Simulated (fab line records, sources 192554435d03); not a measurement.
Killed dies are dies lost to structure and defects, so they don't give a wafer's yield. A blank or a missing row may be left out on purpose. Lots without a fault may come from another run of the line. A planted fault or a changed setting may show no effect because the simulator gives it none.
Split-lot experiment | flow n5_finfet | 7 lots, 39 wafers read, on a route of 1938 steps

THE SPLIT
At N5_BEOL_M13_ILD_DEP_00 (deposits SiOC from DEMS/O2, target thk 837.92 nm, time 166.4 s), the setting target_thk_a was moved away from the recipe's 8379.2 angstrom on 18 of the 39 wafers read, by -32.5% to +48.0%. The other wafers ran this setting at the recipe's value.

FROM THE SPLIT TO THE READING: what the file shows between them, 7 steps
- N5_BEOL_M13_THK_MEAS_01
- N5_BEOL_M13_COAT_58: time 60 s, resist thk 89 nm
- N5_BEOL_M13_COAT_04: resist thk 400 nm
- N5_BEOL_M13_DESCUM_15: chemistry O2, time 7.9 s
- N5_BEOL_M13_ETCH_59: etches BARC in N2/H2, target depth 89 nm, overetch 26.7 nm, time 67.9 s
- N5_BEOL_M13_VIA_ETCH_16: etches SiOC in C4F8/O2/Ar, target depth 921.7 nm
- N5_BEOL_M13_STRIP_63: strips in N2/H2

THE READING
oes_product_au, in a.u., at N5_BEOL_M13_STRIP_64 (strips in N2/H2). Fault-free wafers of this fab line usually give 0.715 a.u., standard deviation 0.0039 a.u..

wafer  | tool, chamber at the split | target_thk_a as run, angstrom | against the recipe | oes_product_au, a.u. | against lot-mates on the recipe
L078.1 | pecvd-04, 1                | 10320                         | +23.2%             | 0.709                | -0.008
L078.2 | pecvd-04, 0                | 8379.2                        | recipe             | 0.712                | -
L078.3 | pecvd-04, 2                | 10320                         | +23.2%             | 0.719                | +0.002
L078.4 | pecvd-04, 1                | 8379.2                        | recipe             | 0.720                | -
L078.5 | pecvd-04, 2                | 10320                         | +23.2%             | 0.718                | +0.001
L078.6 | pecvd-04, 0                | 8379.2                        | recipe             | 0.720                | -
L084.1 | pecvd-01, 2                | 9834                          | +17.4%             | 0.715                | +0.002
L084.2 | pecvd-01, 0                | 8379.2                        | recipe             | 0.714                | -
L084.3 | pecvd-01, 1                | 8379.2                        | recipe             | 0.711                | -
L084.4 | pecvd-01, 1                | 9834                          | +17.4%             | 0.709                | -0.004
L084.5 | pecvd-01, 2                | 9834                          | +17.4%             | 0.721                | +0.008
L084.6 | pecvd-01, 0                | 8379.2                        | recipe             | 0.715                | -
L087.1 | pecvd-01, 2                | 8379.2                        | recipe             | 0.709                | -
L087.2 | pecvd-01, 1                | 12400                         | +48.0%             | 0.643                | -0.067
L087.3 | pecvd-01, 0                | 12400                         | +48.0%             | 0.652                | -0.058
L087.4 | pecvd-01, 0                | 12400                         | +48.0%             | 0.653                | -0.057
L087.5 | pecvd-01, 1                | 8379.2                        | recipe             | 0.707                | -
L087.6 | pecvd-01, 2                | 8379.2                        | recipe             | 0.714                | -
L088.1 | pecvd-04, 0,2              | 5659                          | -32.5%             | 0.722                | +0.008
L088.2 | pecvd-04, 1                | 8379.2                        | recipe             | 0.721                | -
L088.3 | pecvd-04, 0,2              | 5659                          | -32.5%             | 0.718                | +0.004
L088.4 | pecvd-04, 0                | 5659                          | -32.5%             | 0.717                | +0.003
L088.5 | pecvd-04, 1                | 8379.2                        | recipe             | 0.708                | -
L088.6 | pecvd-04, 2                | 8379.2                        | recipe             | 0.714                | -
L092.2 | pecvd-04, 0                | 8379.2                        | recipe             | 0.714                | -
L092.3 | pecvd-04, 1                | 8379.2                        | recipe             | 0.713                | -
L092.6 | pecvd-04, 2                | 8379.2                        | recipe             | 0.716                | -
L094.1 | pecvd-01, 0                | 8379.2                        | recipe             | 0.712                | -
L094.2 | pecvd-01, 2                | 11820                         | +41.1%             | 0.670                | -0.043
L094.3 | pecvd-01, 1                | 11820                         | +41.1%             | 0.670                | -0.043
L094.4 | pecvd-01, 1                | 8379.2                        | recipe             | 0.713                | -
L094.5 | pecvd-01, 0                | 11820                         | +41.1%             | 0.668                | -0.045
L094.6 | pecvd-01, 2                | 8379.2                        | recipe             | 0.714                | -
L097.1 | pecvd-01, 2                | 8379.2                        | recipe             | 0.714                | -
L097.2 | pecvd-01, 1                | 11420                         | +36.3%             | 0.672                | -0.043
L097.3 | pecvd-01, 0                | 8379.2                        | recipe             | 0.720                | -
L097.4 | pecvd-01, 0                | 8379.2                        | recipe             | 0.711                | -
L097.5 | pecvd-01, 2                | 11420                         | +36.3%             | 0.670                | -0.045
L097.6 | pecvd-01, 1                | 11420                         | +36.3%             | 0.680                | -0.035
Where a row lists several chambers, the file gives one row for several wafers and doesn't say which wafer went through which chamber.

THE FIT
A straight line over all 39 wafers: oes_product_au changes by -0.000865 a.u. for each +1% of target_thk_a; r = -0.82; the points scatter about the line by 0.013 a.u..
The same after taking each lot's own level away (the mean of its wafers on the recipe; 39 wafers): -0.000843 a.u. for each +1%; r = -0.84; scatter 0.012 a.u..
On that fit, the largest move of target_thk_a shifts the reading by 0.04 a.u..
The lots' own levels span 0.7100 to 0.7173 a.u., that is 1.9 times the standard deviation above.
So the lot-to-lot level changes the slope little: the two slopes agree.
Check: with one of the wafers moved furthest among these (+48.0%) left out of the fit, the line predicts -0.0397 a.u. for it against its lot-mates. It came out at -0.067 a.u. against them.

THE WHOLE CHAIN: every reading that the file lists as answering this split, in the file's order
step                    | what it does                                                   | reading                                                                             | change (the file's fit)                                                                       | r (the file's)
N5_BEOL_M13_ILD_DEP_00  | deposits SiOC from DEMS/O2, target thk 837.92 nm, time 166.4 s | SiOC_of_BEOL_M13_ILD_DEP_00.thk_nm (the simulator's own value, which no gauge read) | +8.38 nm for each +1% of the setting                                                          | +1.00
N5_BEOL_M13_THK_MEAS_01 |                                                                | M13_ILD_THK                                                                         | +8.38 for each +1% of the setting                                                             | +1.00
N5_BEOL_M13_VIA_ETCH_16 | etches SiOC in C4F8/O2/Ar, target depth 921.7 nm               | etch.depth_nm (the simulator's own value, which no gauge read)                      | +8.38 nm for each +1% of the setting                                                          | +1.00
N5_BEOL_M13_VIA_ETCH_16 | etches SiOC in C4F8/O2/Ar, target depth 921.7 nm               | BARC_of_BEOL_M13_COAT_58.thk_nm (the simulator's own value, which no gauge read)    | not straight: 89.07 at the lowest setting, 89.16 at the recipe, 41.27 at the highest          | not given
N5_BEOL_M13_VIA_ETCH_16 | etches SiOC in C4F8/O2/Ar, target depth 921.7 nm               | coat_of_BEOL_M13_COAT_04.thk_nm (the simulator's own value, which no gauge read)    | -1.88 nm for each +1% of the setting                                                          | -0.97
N5_BEOL_M13_STRIP_63    | strips in N2/H2                                                | oes_product_au                                                                      | not straight: 0.699 at the lowest setting, 0.674 at the recipe, 0.227 at the highest          | not given
N5_BEOL_M13_STRIP_63    | strips in N2/H2                                                | strip_time_to_endpoint_s                                                            | not straight: withheld at the lowest setting, withheld at the recipe, withheld at the highest | not given
N5_BEOL_M13_STRIP_64    | strips in N2/H2                                                | oes_product_au                                                                      | -0.000882 a.u. for each +1% of the setting                                                    | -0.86

THE FILE'S OWN FIT
oes_product_au changes by -0.000882 a.u. for each +1% of target_thk_a, r = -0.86.
